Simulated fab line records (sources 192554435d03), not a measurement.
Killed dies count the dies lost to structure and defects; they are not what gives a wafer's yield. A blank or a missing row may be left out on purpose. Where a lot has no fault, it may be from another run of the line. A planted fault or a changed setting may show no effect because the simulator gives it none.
fab line records	flow n5-finfet
[record] lots = 24	wafers = 72	last-day = 20
route steps=1938 shown SD_EPI_P@308 ILD0@343 SDB@347
lots untouched by any fault: they come from a run of this same line in which no faults occurred
start-h: start of the lot's first displayed wafer, in hours after the record's first day	wait-h: time in hours since the lot's previous step	" repeats the value in the row above	L1.1+2: several wafers, shown together as one row	- value missing, or start not given	* or withheld: withheld	< > ~ a bound
route shown NAME@n: a module of which the file shows steps, and the number in the route of the first	usual: mean/standard deviation taken from wafers without a fault	same: alike in all rows	chamber/n: place in a boat	sites: each site's reading	_std_site: standard deviation across them	_edge_site: mean of outer sites minus mean of inner sites	radius-mm: how far each site lies from the wafer's centre	mask NAME#n: copy n	behind: the last tool/chamber to shape the wafer	hold: the reason the lot was held/the length of the hold in hours/how it ended	device: which transistor (n, p or np) failed to switch	end of line: the tests these same wafers got at the end of their route	a step given without rows: its recipe and nothing more	killed: at the first sort, the dies lost to defects and structure; wafer yield is something else	map: a wafer's dies, marking killed ones x, the rest . and places with no die _
set.NAME: the setting that was run; set.NAME@STEP: the one run at that earlier step	model.NAME: the simulator's own value behind a step, which no gauge read
a sample of lots followed through the steps of the route, with each step as a table and each wafer as a row
services: the hour from which a tool's chamber was out of use, counted from the record's first day as start-h (under 0 if before that day), plus the number of hours and why
[[steps]]
[step N5_SD_EPI_P_ETCH_37]
[recipe] chemistry = N2/H2	target = SOC	overetch-a = 1080	mask-material = SiARC	temp-c = 40	ion-energy-ev = 100	source-w = 3000	bias-w = 133	pressure-mtorr = 20	time-s = 486	n2-flow-sccm = 200	h2-flow-sccm = 200	ends = end-point
[usual] drypump-motor-current-A = 5.7/0.36	oes-product-au = 0.68/0.068	rf-vpp-V = 240.7/1.2	showerhead-plenum-p-Torr = 2.54/0.074	throttle-valve-pct = 23.89/0.29
lot.wafer	tool	chamber	start-h	wait-h	drypump-motor-current-A	oes-product-au	rf-hours-counter-h	rf-vpp-V	showerhead-plenum-p-Torr	throttle-valve-pct
L074.2	rie-diel-03	1	54.17	0.0	5.2	0.61	219	242.2	2.61	23.93
L074.4	"	2	"	"	5.7	0.65	193	240.1	2.52	24.26
L074.6	"	2	"	"	5.7	0.65	-	240.7	2.52	24.26
L075.2	rie-diel-03	0	60.15	0.0	5.5	0.68	133	240.3	2.45	24.18
L075.5	"	3	"	"	5.7	0.64	-	241.6	2.63	23.72
L075.6	"	0	"	"	5.5	0.69	-	239.5	2.45	24.15
L076.2	rie-diel-02	1	68.42	0.0	6.4	0.66	152	240.6	2.53	23.61
L076.3	"	3	"	"	5.5	0.62	250	239.2	2.38	24.02
L076.4	"	3	"	"	5.6	0.62	-	240.6	2.38	24.03
L077.2	rie-diel-03	0	72.95	0.0	5.5	0.68	137	238.3	2.44	24.17
L077.4	"	1	"	"	5.3	0.61	224	242.5	2.61	23.95
L077.5	"	0	"	"	5.5	0.68	-	239.0	2.44	24.18
L078.1	rie-diel-03	1	79.44	0.0	5.2	0.61	226	242.1	2.61	23.93
L078.2	"	0	"	"	5.5	0.67	139	240.1	2.44	24.17
L078.6	"	1	"	"	5.2	0.61	-	241.5	2.61	23.94
L079.2	rie-diel-03	3	84.41	0.0	5.7	0.64	214	242.4	2.62	23.73
L079.3	"	0	"	"	5.5	0.68	141	240.7	2.44	24.16
L079.4	"	2	"	"	5.7	0.64	202	239.7	2.51	24.27
L080.1	rie-diel-04	2	88.48	0.0	6.0	0.66	195	239.4	2.51	23.63
L080.3	"	3	"	"	6.1	0.83	24	240.2	2.49	23.64
L080.4	"	1	"	"	5.4	0.74	62	240.5	2.46	23.91
L081.3	rie-diel-03	3	98.07	0.0	5.7	0.63	218	241.3	2.62	23.75
L081.5	"	2	"	"	5.7	0.64	-	240.2	2.51	24.28
L081.6	"	1	"	"	5.2	0.61	-	241.9	2.60	23.94
L082.1	rie-diel-03	2	104.36	0.0	5.7	0.64	209	242.0	2.51	24.29
L082.3	"	1	"	"	5.2	0.61	234	242.3	2.60	23.94
L082.5	"	1	"	"	5.2	0.61	-	240.7	2.60	23.94
L083.3	rie-diel-03	3	107.26	0.0	5.6	0.63	222	242.0	2.62	23.75
L083.4	"	1	"	"	5.3	0.61	236	241.0	2.60	23.95
L083.5	"	2	"	"	5.7	0.63	-	239.2	2.51	24.29
L084.2	rie-diel-02	2	114.90	0.0	6.4	0.80	16	240.8	2.59	23.41
L084.5	"	0	"	"	6.3	0.66	-	239.5	2.52	23.56
L084.6	"	3	"	"	5.6	0.84	-	242.3	2.69	23.52
L085.1	rie-diel-02	2	121.41	0.0	6.3	0.80	18	241.3	2.59	23.41
L085.3	"	3	"	"	5.5	0.83	7	243.9	2.69	23.51
L085.6	"	2	"	"	6.3	0.81	-	241.9	2.58	23.42
L086.1	rie-diel-03	0	127.25	0.0	5.5	0.67	155	240.2	2.44	24.20
L086.5	"	3	"	"	5.7	0.63	-	242.0	2.62	23.74
L086.6	"	0	"	"	5.5	0.67	-	240.2	2.44	24.20
L087.1	rie-diel-04	0	131.13	0.0	5.5	0.65	182	240.2	2.54	24.19
L087.2	"	1	"	"	5.4	0.73	71	239.1	2.46	23.91
L087.5	"	2	"	"	6.0	0.65	-	240.0	2.50	23.65
L088.1	rie-diel-03	1	138.11	0.0	5.2	0.60	246	240.8	2.60	23.96
L088.2	"	0	"	"	5.5	0.66	159	239.7	2.43	24.19
L088.4	"	2	"	"	5.7	0.63	220	240.2	2.51	24.29
L089.3	rie-diel-03	3	146.02	0.0	5.7	0.62	234	241.0	2.62	23.77
L089.4	"	0	"	"	5.5	0.67	161	239.5	2.43	24.21
L089.6	"	3	"	"	5.7	0.63	-	240.3	2.62	23.76
L090.2	rie-diel-04	0	148.29	0.0	5.5	0.66	186	239.0	2.54	24.22
L090.4	"	1	"	"	5.4	0.73	77	240.4	2.46	23.93
L090.5	"	1	"	"	5.4	0.72	-	239.5	2.46	23.93
L091.3	rie-diel-02	1	156.22	0.0	6.4	0.64	183	238.9	2.52	23.63
L091.5	"	0	"	"	6.3	0.65	-	240.2	2.52	23.57
L091.6	"	3	"	"	5.6	0.80	-	241.6	2.69	23.55
L092.1	rie-diel-04	1	160.90	0.0	5.4	0.72	80	239.9	2.46	23.93
L092.3	"	3	"	"	6.1	0.80	38	239.3	2.49	23.67
L092.5	"	1	"	"	5.4	0.72	-	238.7	2.46	23.94
L093.3	rie-diel-03	2	166.07	0.0	5.7	0.63	231	239.1	2.50	24.32
L093.4	"	0	"	"	5.5	0.66	-	239.0	2.43	24.22
L093.6	"	2	"	"	5.7	0.62	-	240.9	2.50	24.33
L094.1	rie-diel-02	0	177.61	0.0	6.3	0.65	185	242.6	2.51	23.57
L094.4	"	2	"	"	6.3	0.77	37	240.9	2.58	23.45
L094.5	"	1	"	"	6.4	0.65	-	241.1	2.52	23.63
L095.3	rie-diel-03	3	183.15	0.0	5.7	0.62	249	241.7	2.61	23.79
L095.5	"	1	"	"	5.2	0.85	-	241.9	2.59	23.69
L095.6	"	0	"	"	5.5	0.65	-	239.5	2.43	24.22
L096.1	rie-diel-02	1	186.15	0.0	6.4	0.63	187	240.5	2.52	23.63
L096.5	"	2	"	"	6.3	0.77	-	242.1	2.58	23.45
L096.6	"	3	"	"	5.6	0.78	-	242.2	2.68	23.56
L097.4	rie-diel-03	0	191.95	0.2	5.5	0.65	-	237.7	2.43	24.22
L097.5	"	2	"	"	5.7	0.62	-	240.5	2.50	24.32
L097.6	"	1	"	"	5.2	0.83	-	241.8	2.59	23.69
[step N5_SD_EPI_P_ETCH_16]
[recipe] chemistry = CHF3/O2	target = SiO2	target-depth-a = 50	mask-material = SOC	pressure-mtorr = 30	source-w = 650	bias-w = 170	Ar_flow_sccm = 200	CHF3_flow_sccm = 50	O2_flow_sccm = 5	ion-energy-ev = 200
[usual] drypump-motor-current-A = 5.7/0.36	oes-product-au = 0.75/0.082	rf-vpp-V = 521/7.8	showerhead-plenum-p-Torr = 2.41/0.065	throttle-valve-pct = 19.01/0.25
lot.wafer	tool	chamber	start-h	wait-h	drypump-motor-current-A	oes-product-au	rf-hours-counter-h	rf-vpp-V	showerhead-plenum-p-Torr	throttle-valve-pct
L074.2	rie-diel-03	1	54.69	0.1	5.2	0.68	219	513	2.48	19.22
L074.4	"	2	"	"	5.7	0.72	193	535	2.41	19.32
L074.6	"	2	"	"	5.7	0.73	-	534	2.41	19.28
L075.2	rie-diel-03	0	60.67	0.1	5.4	0.76	134	515	2.33	19.14
L075.5	"	3	"	"	5.7	0.69	-	521	2.48	19.04
L075.6	"	0	"	"	5.5	0.77	-	518	2.33	19.14
L076.2	rie-diel-02	1	68.94	0.1	6.4	0.74	152	525	2.41	18.71
L076.3	"	3	"	"	5.5	0.68	250	512	2.27	19.11
L076.4	"	3	"	"	5.5	0.69	-	511	2.27	19.12
L077.2	rie-diel-03	0	73.47	0.1	5.5	0.76	138	517	2.33	19.15
L077.4	"	1	"	"	5.3	0.68	224	515	2.48	19.24
L077.5	"	0	"	"	5.5	0.76	-	517	2.33	19.14
L078.1	rie-diel-03	1	79.97	0.1	5.2	0.67	226	515	2.48	19.23
L078.2	"	0	"	"	5.4	0.76	139	517	2.33	19.16
L078.6	"	1	"	"	5.2	0.67	-	515	2.48	19.25
L079.2	rie-diel-03	3	84.93	0.1	5.7	0.70	214	520	2.48	19.06
L079.3	"	0	"	"	5.5	0.76	141	517	2.33	19.16
L079.4	"	2	"	"	5.7	0.71	202	535	2.40	19.32
L080.1	rie-diel-04	2	89.00	0.1	6.0	0.72	196	534	2.40	18.72
L080.3	"	3	"	"	6.1	0.92	24	512	2.36	18.65
L080.4	"	1	"	"	5.4	0.84	62	509	2.35	18.96
L081.3	rie-diel-03	3	98.60	0.1	5.7	0.69	218	519	2.48	19.05
L081.5	"	2	"	"	5.7	0.71	-	534	2.40	19.30
L081.6	"	1	"	"	5.2	0.67	-	514	2.47	19.25
L082.1	rie-diel-03	2	104.89	0.1	5.7	0.71	209	534	2.40	19.33
L082.3	"	1	"	"	5.2	0.66	235	513	2.47	19.26
L082.5	"	1	"	"	5.2	0.66	-	514	2.47	19.24
L083.3	rie-diel-03	3	107.79	0.1	5.7	0.68	222	520	2.47	19.05
L083.4	"	1	"	"	5.2	0.66	236	515	2.47	19.26
L083.5	"	2	"	"	5.7	0.70	-	534	2.40	19.30
L084.2	rie-diel-02	2	115.42	0.1	6.3	0.91	16	523	2.45	18.53
L084.5	"	0	"	"	6.3	0.73	-	525	2.38	18.76
L084.6	"	3	"	"	5.5	0.95	-	519	2.56	18.65
L085.1	rie-diel-02	2	121.93	0.1	6.3	0.90	19	522	2.45	18.54
L085.3	"	3	"	"	5.5	0.93	8	519	2.56	18.66
L085.6	"	2	"	"	6.3	0.90	-	523	2.44	18.56
L086.1	rie-diel-03	0	127.77	0.1	5.5	0.74	156	517	2.32	19.17
L086.5	"	3	"	"	5.7	0.69	-	519	2.47	19.06
L086.6	"	0	"	"	5.5	0.75	-	518	2.32	19.17
L087.1	rie-diel-04	0	131.65	0.1	5.5	0.73	182	518	2.38	18.85
L087.2	"	1	"	"	5.4	0.82	71	508	2.35	18.99
L087.5	"	2	"	"	6.0	0.71	-	534	2.39	18.75
L088.1	rie-diel-03	1	138.63	0.1	5.2	0.67	246	514	2.47	19.27
L088.2	"	0	"	"	5.5	0.75	159	516	2.32	19.19
L088.4	"	2	"	"	5.7	0.71	220	533	2.40	19.33
L089.3	rie-diel-03	3	146.55	0.1	5.6	0.69	234	518	2.47	19.09
L089.4	"	0	"	"	5.4	0.74	161	515	2.32	19.19
L089.6	"	3	"	"	5.7	0.68	-	519	2.47	19.08
L090.2	rie-diel-04	0	148.82	0.1	5.5	0.73	187	518	2.38	18.86
L090.4	"	1	"	"	5.4	0.82	77	506	2.34	19.01
L090.5	"	1	"	"	5.4	0.82	-	506	2.35	18.99
L091.3	rie-diel-02	1	156.74	0.1	6.4	0.71	183	525	2.40	18.75
L091.5	"	0	"	"	6.3	0.73	-	525	2.38	18.79
L091.6	"	3	"	"	5.5	0.90	-	519	2.55	18.69
L092.1	rie-diel-04	1	161.42	0.1	5.4	0.82	80	507	2.34	19.01
L092.3	"	3	"	"	6.1	0.91	38	513	2.36	18.71
L092.5	"	1	"	"	5.4	0.81	-	508	2.34	19.02
L093.3	rie-diel-03	2	166.60	0.1	5.7	0.68	232	534	2.39	19.34
L093.4	"	0	"	"	5.5	0.73	-	516	2.31	19.20
L093.6	"	2	"	"	5.7	0.69	-	534	2.39	19.35
L094.1	rie-diel-02	0	178.13	0.1	6.3	0.73	185	524	2.37	18.81
L094.4	"	2	"	"	6.3	0.86	37	523	2.44	18.57
L094.5	"	1	"	"	6.4	0.72	-	526	2.40	18.76
L095.3	rie-diel-03	3	183.67	0.1	5.7	0.67	250	519	2.46	19.10
L095.5	"	1	"	"	5.2	0.96	-	514	2.47	18.89
L095.6	"	0	"	"	5.5	0.74	-	518	2.31	19.20
L096.1	rie-diel-02	1	186.67	0.1	6.4	0.71	187	525	2.40	18.76
L096.5	"	2	"	"	6.3	0.86	-	521	2.44	18.58
L096.6	"	3	"	"	5.5	0.87	-	520	2.55	18.70
L097.4	rie-diel-03	0	192.34	0.0	5.4	0.73	-	516	2.31	19.22
L097.5	"	2	"	"	5.7	0.68	-	534	2.39	19.37
L097.6	"	1	"	"	5.2	0.95	-	514	2.46	18.91
[step N5_ILD0_ALD_15]
[recipe] material = SiNx	target-thk-a = 240	temp-c = 400	ald-precursor-family = SiH2I2	ald-co-reactant = N2/H2-plasma	pulse-time-s = 1	ald-cycles = 480	purge-time-s = 2	co-reactant-purge-time-s = 2	pressure-torr = 2
[usual] heater-power-outer-w = 512/52	heater-power-w = 845/80	precursor-pulse-height-rel = 0.999/0.019
[same] pulse-time-s = 1
lot.wafer	tool	chamber	start-h	wait-h	heater-power-outer-w	heater-power-w	precursor-pulse-height-rel
L074.2	ald-sin-02	2	63.14	0.5	408	665	1.001
L074.4	"	1	"	"	543	935	1.008
L074.6	"	1	64.22	1.1	543	930	0.982
L075.2	ald-sin-02	2	69.98	1.3	411	669	1.014
L075.5	"	2	71.07	2.0	408	670	0.998
L075.6	"	1	"	"	549	919	0.962
L076.2	ald-sin-04	0	76.73	0.5	495	848	0.967
L076.3	"	1	"	"	571	962	0.981
L076.4	"	3	"	"	576	892	1.007
L077.2	ald-sin-03	0	82.16	0.5	489	786	1.003
L077.4	"	3	"	"	557	955	0.969
L077.5	"	1	83.24	1.2	502	840	1.012
L078.1	ald-sin-03	0	88.03	0.6	478	779	1.003
L078.2	"	3	"	"	576	947	1.016
L078.6	"	1	89.12	1.1	497	862	0.997
L079.2	ald-sin-03	2	92.70	0.5	504	842	1.000
L079.3	"	0	"	"	477	785	0.991
L079.4	"	1	"	"	493	877	1.015
L080.1	ald-sin-03	0	98.88	1.0	496	794	1.028
L080.3	"	3	"	"	565	938	0.994
L080.4	"	1	"	"	505	886	1.013
L081.3	ald-sin-04	0	106.22	0.4	485	873	0.994
L081.5	"	2	107.31	1.2	550	925	0.997
L081.6	"	0	"	"	480	864	1.005
L082.1	ald-sin-03	0	113.46	0.6	495	792	1.037
L082.3	"	3	"	"	571	931	0.964
L082.5	"	0	114.54	1.2	480	769	0.996
L083.3	ald-sin-02	1	115.42	0.4	542	912	0.995
L083.4	"	2	"	"	410	660	1.021
L083.5	"	3	116.51	1.2	484	816	0.973
L084.2	ald-sin-03	3	123.77	0.5	576	958	0.948
L084.5	"	3	124.86	1.2	557	940	0.997
L084.6	"	2	"	"	480	854	1.001
L085.1	ald-sin-02	3	130.43	0.6	488	800	0.999
L085.3	"	2	"	"	402	676	1.016
L085.6	"	2	131.51	1.1	403	671	1.015
L086.1	ald-sin-04	1	136.24	0.6	583	956	0.998
L086.5	"	0	137.33	1.2	499	849	1.005
L086.6	"	3	"	"	599	873	0.954
L087.1	ald-sin-04	0	139.42	0.6	499	859	1.019
L087.2	"	2	"	"	539	903	0.996
L087.5	"	1	140.51	1.2	585	986	1.013
L088.1	ald-sin-04	0	146.68	0.6	499	849	1.002
L088.2	"	3	"	"	582	889	1.013
L088.4	"	2	"	"	541	907	1.020
L089.3	ald-sin-02	0	154.54	0.4	496	804	1.001
L089.4	"	1	"	"	546	925	1.024
L089.6	"	1	155.62	1.1	549	919	0.986
L090.2	ald-sin-03	3	156.44	0.5	571	946	0.995
L090.4	"	0	"	"	477	774	1.000
L090.5	"	0	157.53	1.2	489	797	1.010
L091.3	ald-sin-03	3	165.49	0.4	565	938	1.017
L091.5	"	0	166.58	1.2	489	798	0.958
L091.6	"	1	"	"	507	857	1.056
L092.1	ald-sin-04	1	170.04	0.6	587	969	1.024
L092.3	"	2	"	"	558	899	0.991
L092.5	"	2	171.12	1.2	562	911	1.033
L093.3	ald-sin-02	3	174.31	0.4	483	790	0.991
L093.4	"	1	"	"	556	946	1.004
L093.6	"	3	175.40	1.1	487	798	1.011
L094.1	ald-sin-02	0	188.07	0.8	504	774	1.036
L094.4	"	2	"	"	416	682	0.974
L094.5	"	0	189.15	1.4	504	802	1.005
L095.3	ald-sin-04	2	191.87	0.4	522	852	0.973
L095.5	"	2	192.95	1.3	522	880	0.994
L095.6	"	1	"	"	614	958	0.983
L096.1	ald-sin-02	2	194.68	0.6	416	688	1.008
L096.5	"	2	195.76	1.2	409	684	1.031
L096.6	"	1	"	"	554	911	1.009
L097.4	ald-sin-02	2	200.80	0.2	400	675	0.999
L097.5	"	3	201.89	1.2	481	818	0.998
L097.6	"	2	"	"	407	665	0.974
[step N5_ILD0_THK_MEAS_13]
[usual] thk-nm = 17.9/0.95
lot.wafer	tool	chamber	start-h	wait-h	thk-nm
L074.2	film-metro-02	-	65.63	-	16.4
L074.4	"	-	"	"	15.9
L074.6	"	-	"	"	17.6
L075.2	film-metro-01	-	72.48	-	17.9
L075.5	"	-	"	"	18.2
L075.6	"	-	"	"	17.7
L076.2	film-metro-02	-	79.22	-	18.2
L076.3	"	-	"	"	16.8
L076.4	"	-	"	"	17.1
L077.2	film-metro-02	-	84.65	-	15.5
L077.4	"	-	"	"	17.9
L077.5	"	-	"	"	17.2
L078.1	film-metro-02	-	90.53	-	17.4
L078.2	"	-	"	"	16.6
L078.6	"	-	"	"	17.2
L079.2	film-metro-01	-	95.20	-	19.2
L079.3	"	-	"	"	17.2
L079.4	"	-	"	"	18.4
L080.1	film-metro-01	-	101.38	-	17.6
L080.3	"	-	"	"	18.9
L080.4	"	-	"	"	17.2
L081.3	film-metro-01	-	108.72	-	17.7
L081.5	"	-	"	"	18.8
L081.6	"	-	"	"	18.9
L082.1	film-metro-02	-	115.95	-	18.4
L082.3	"	-	"	"	16.6
L082.5	"	-	"	"	18.7
L083.3	film-metro-01	-	117.92	-	17.5
L083.4	"	-	"	"	19.4
L083.5	"	-	"	"	16.6
L084.2	film-metro-01	-	126.26	-	15.8
L084.5	"	-	"	"	15.8
L084.6	"	-	"	"	16.4
L085.1	film-metro-02	-	132.92	-	18.9
L085.3	"	-	"	"	18.4
L085.6	"	-	"	"	17.8
L086.1	film-metro-01	-	138.74	-	18.6
L086.5	"	-	"	"	18.3
L086.6	"	-	"	"	17.9
L087.1	film-metro-02	-	141.91	-	17.5
L087.2	"	-	"	"	17.6
L087.5	"	-	"	"	16.2
L088.1	film-metro-01	-	149.17	-	18.5
L088.2	"	-	"	"	18.0
L088.4	"	-	"	"	17.5
L089.3	film-metro-01	-	157.03	-	19.1
L089.4	"	-	"	"	17.1
L089.6	"	-	"	"	17.8
L090.2	film-metro-01	-	158.94	-	19.4
L090.4	"	-	"	"	19.8
L090.5	"	-	"	"	19.2
L091.3	film-metro-01	-	168.22	-	18.5
L091.5	"	-	"	"	16.9
L091.6	"	-	"	"	18.9
L092.1	film-metro-01	-	172.56	-	18.8
L092.3	"	-	"	"	18.4
L092.5	"	-	"	"	18.5
L093.3	film-metro-01	-	176.81	-	18.9
L093.4	"	-	"	"	17.3
L093.6	"	-	"	"	18.8
L094.1	film-metro-01	-	190.56	-	17.8
L094.4	"	-	"	"	18.5
L094.5	"	-	"	"	17.3
L095.3	film-metro-01	-	194.36	-	18.0
L095.5	"	-	"	"	16.7
L095.6	"	-	"	"	16.6
L096.1	film-metro-02	-	197.17	-	17.9
L096.5	"	-	"	"	18.4
L096.6	"	-	"	"	19.0
L097.4	film-metro-01	-	203.30	-	17.9
L097.5	"	-	"	"	18.2
L097.6	"	-	"	"	19.3
[step N5_ILD0_INSPECT_06]
[recipe] inspect-instrument = darkfield	mode = post-cmp
[usual] raw-defect-count = 37/16
lot.wafer	tool	chamber	start-h	wait-h	raw-defect-count
L074.2	defect-inspect-02	-	65.66	0.0	62
L074.4	"	-	"	"	52
L074.6	"	-	"	"	40
L075.2	defect-inspect-02	-	72.50	0.0	25
L075.5	"	-	"	"	48
L075.6	"	-	"	"	36
L076.2	defect-inspect-02	-	79.25	0.0	36
L076.3	"	-	"	"	29
L076.4	"	-	"	"	21
L077.2	defect-inspect-02	-	84.68	0.0	11
L077.4	"	-	"	"	27
L077.5	"	-	"	"	19
L078.1	defect-inspect-01	-	90.55	0.0	46
L078.2	"	-	"	"	21
L078.6	"	-	"	"	31
L079.2	defect-inspect-02	-	95.23	0.0	33
L079.3	"	-	"	"	31
L079.4	"	-	"	"	25
L080.1	defect-inspect-02	-	101.40	0.0	30
L080.3	"	-	"	"	10
L080.4	"	-	"	"	40
L081.3	defect-inspect-01	-	108.74	0.0	19
L081.5	"	-	"	"	19
L081.6	"	-	"	"	32
L082.1	defect-inspect-02	-	115.98	0.0	50
L082.3	"	-	"	"	63
L082.5	"	-	"	"	37
L083.3	defect-inspect-01	-	117.95	0.0	52
L083.4	"	-	"	"	30
L083.5	"	-	"	"	46
L084.2	defect-inspect-02	-	126.29	0.0	62
L084.5	"	-	"	"	32
L084.6	"	-	"	"	21
L085.1	defect-inspect-02	-	132.95	0.0	58
L085.3	"	-	"	"	54
L085.6	"	-	"	"	112
L086.1	defect-inspect-02	-	138.76	0.0	48
L086.5	"	-	"	"	52
L086.6	"	-	"	"	43
L087.1	defect-inspect-01	-	141.94	0.0	41
L087.2	"	-	"	"	35
L087.5	"	-	"	"	26
L088.1	defect-inspect-01	-	149.20	0.0	20
L088.2	"	-	"	"	36
L088.4	"	-	"	"	30
L089.3	defect-inspect-02	-	157.06	0.0	45
L089.4	"	-	"	"	41
L089.6	"	-	"	"	72
L090.2	defect-inspect-02	-	158.96	0.0	66
L090.4	"	-	"	"	71
L090.5	"	-	"	"	49
L091.3	defect-inspect-01	-	168.25	0.0	22
L091.5	"	-	"	"	31
L091.6	"	-	"	"	20
L092.1	defect-inspect-01	-	172.59	0.0	47
L092.3	"	-	"	"	46
L092.5	"	-	"	"	19
L093.3	defect-inspect-02	-	176.83	0.0	72
L093.4	"	-	"	"	54
L093.6	"	-	"	"	24
L094.1	defect-inspect-02	-	190.59	0.0	20
L094.4	"	-	"	"	32
L094.5	"	-	"	"	18
L095.3	defect-inspect-02	-	194.39	0.0	48
L095.5	"	-	"	"	42
L095.6	"	-	"	"	56
L096.1	defect-inspect-02	-	197.20	0.0	31
L096.5	"	-	"	"	19
L096.6	"	-	"	"	23
L097.4	defect-inspect-02	-	203.32	0.0	32
L097.5	"	-	"	"	39
L097.6	"	-	"	"	32
[step N5_SDB_HM_DEP_00]
[recipe] material = SiNx	target-thk-a = 400	temp-c = 400	precursor = SiH4/NH3/N2	pressure-torr = 1.5	rf-w = 300	time-s = 35.3
[usual] heater-power-outer-w = 449/57	heater-power-w = 750/83	showerhead-plenum-p-Torr = 5.11/0.063	throttle-valve-pct = 39.9/2.3
lot.wafer	tool	chamber	start-h	wait-h	heater-power-outer-w	heater-power-w	showerhead-plenum-p-Torr	throttle-valve-pct
L074.2	pecvd-04	0	65.70	0.0	428	725	5.19	38.3
L074.4	"	0	"	"	417	752	5.17	38.3
L074.6	"	1	"	"	474	796	5.09	43.7
L075.2	pecvd-04	1	72.54	0.0	525	830	5.11	43.7
L075.5	"	1	"	"	524	867	5.09	43.7
L075.6	"	2	"	"	536	862	5.09	37.9
L076.2	pecvd-01	0	79.29	0.0	494	796	5.10	41.2
L076.3	"	2	"	"	391	639	5.14	38.4
L076.4	"	0	"	"	480	783	5.10	41.7
L077.2	pecvd-04	0	84.72	0.0	399	726	5.18	38.5
L077.4	"	1	"	"	521	895	5.09	43.2
L077.5	"	2	"	"	549	869	5.09	37.8
L078.1	pecvd-01	0	90.59	0.0	472	744	5.10	41.8
L078.2	"	1	"	"	414	714	5.19	42.8
L078.6	"	1	"	"	419	719	5.19	43.1
L079.2	pecvd-03	2	95.27	0.0	468	701	5.02	37.3
L079.3	"	0	"	"	439	804	5.17	40.0
L079.4	"	2	"	"	482	702	5.01	37.3
L080.1	pecvd-04	1	101.44	0.0	499	877	5.11	43.5
L080.3	"	2	"	"	452	771	5.09	37.6
L080.4	"	1	"	"	523	867	5.12	43.5
L081.3	pecvd-04	2	108.78	0.0	553	869	5.08	37.7
L081.5	"	2	"	"	544	867	5.08	37.8
L081.6	"	0	"	"	415	729	5.17	38.3
L082.1	pecvd-01	2	116.01	0.0	321	582	5.16	38.3
L082.3	"	0	"	"	460	745	5.09	41.5
L082.5	"	1	"	"	453	797	5.21	42.9
L083.3	pecvd-01	2	117.98	0.0	384	663	5.16	38.3
L083.4	"	1	"	"	439	726	5.20	42.8
L083.5	"	0	"	"	437	698	5.09	41.6
L084.2	pecvd-01	1	126.33	0.0	411	722	5.19	42.9
L084.5	"	2	"	"	314	588	5.14	38.5
L084.6	"	1	"	"	413	708	5.21	43.0
L085.1	pecvd-03	2	132.98	0.0	463	682	5.02	37.5
L085.3	"	1	"	"	401	636	4.97	37.5
L085.6	"	1	"	"	410	646	4.96	37.4
L086.1	pecvd-01	2	138.80	0.0	338	607	5.16	38.3
L086.5	"	0	"	"	420	672	5.09	41.8
L086.6	"	1	"	"	436	747	5.20	42.8
L087.1	pecvd-04	1	141.98	0.0	450	764	5.10	43.6
L087.2	"	2	"	"	499	805	5.09	38.1
L087.5	"	1	"	"	434	745	5.11	43.6
L088.1	pecvd-04	0	149.23	0.0	359	651	5.18	38.4
L088.2	"	2	"	"	528	823	5.08	37.8
L088.4	"	2	"	"	539	864	5.09	38.1
L089.3	pecvd-04	2	157.09	0.0	507	820	5.09	38.2
L089.4	"	2	"	"	520	816	5.09	38.1
L089.6	"	1	"	"	487	814	5.09	43.4
L090.2	pecvd-04	1	159.00	0.0	495	832	5.11	43.4
L090.4	"	1	"	"	500	821	5.11	43.4
L090.5	"	0	"	"	351	637	5.18	38.4
L091.3	pecvd-03	2	168.28	0.0	519	752	5.01	37.5
L091.5	"	0	"	"	493	876	5.14	40.1
L091.6	"	1	"	"	434	681	4.97	37.3
L092.1	pecvd-04	1	172.62	0.0	514	837	5.09	43.8
L092.3	"	0	"	"	427	742	5.18	38.3
L092.5	"	0	"	"	421	745	5.19	38.1
L093.3	pecvd-01	1	176.87	0.0	472	781	5.19	42.8
L093.4	"	1	"	"	449	787	5.20	43.0
L093.6	"	2	"	"	337	605	5.16	38.4
L094.1	pecvd-01	0	190.62	0.0	453	733	5.10	42.0
L094.4	"	2	"	"	390	678	5.15	38.2
L094.5	"	1	"	"	412	733	5.19	42.9
L095.3	pecvd-03	1	194.42	0.0	465	729	4.98	37.2
L095.5	"	0	"	"	490	888	5.16	40.0
L095.6	"	1	"	"	468	717	4.96	37.3
L096.1	pecvd-04	2	197.24	0.0	507	831	5.09	38.1
L096.5	"	2	"	"	505	812	5.09	38.2
L096.6	"	0	"	"	370	680	5.19	38.4
L097.4	pecvd-03	0	203.39	0.1	503	891	5.14	40.0
L097.5	"	1	"	"	452	726	4.95	37.3
L097.6	"	2	"	"	508	743	5.03	37.5
[[services]]
tool	chamber	start-h	hours	kind
rie-diel-02	0	30.63	8.5	repair
ald-sin-03	3	35.01	13.8	repair
rie-diel-03	-	50.19	2.2	repair
ald-sin-02	0	52.00	2.5	repair
rie-diel-04	1	54.64	7.7	repair
pecvd-04	1	57.91	3.4	repair
rie-diel-04	2	70.08	5.8	repair
pecvd-01	-	72.56	2.8	pm
rie-diel-02	3	81.94	4.4	repair
ald-sin-02	-	85.31	14.0	pm
pecvd-03	-	94.21	0.4	repair
rie-diel-04	-	105.48	12.2	repair
pecvd-03	-	106.03	1.7	repair
rie-diel-02	0	117.33	3.4	repair
rie-diel-04	3	118.63	9.4	repair
rie-diel-03	1	151.97	-	clean
rie-diel-03	1	151.97	-	consumable-replace:focus-ring
rie-diel-03	1	151.97	16.5	scheduled-down
rie-diel-03	1	151.97	16.5	vent-cycle
ald-sin-03	3	154.82	1.4	repair
rie-diel-02	1	157.61	19.4	repair
rie-diel-04	-	165.30	1.5	repair
ald-sin-04	-	177.33	14.0	pm
ald-sin-03	3	202.14	5.8	repair
[[key]]
fault none
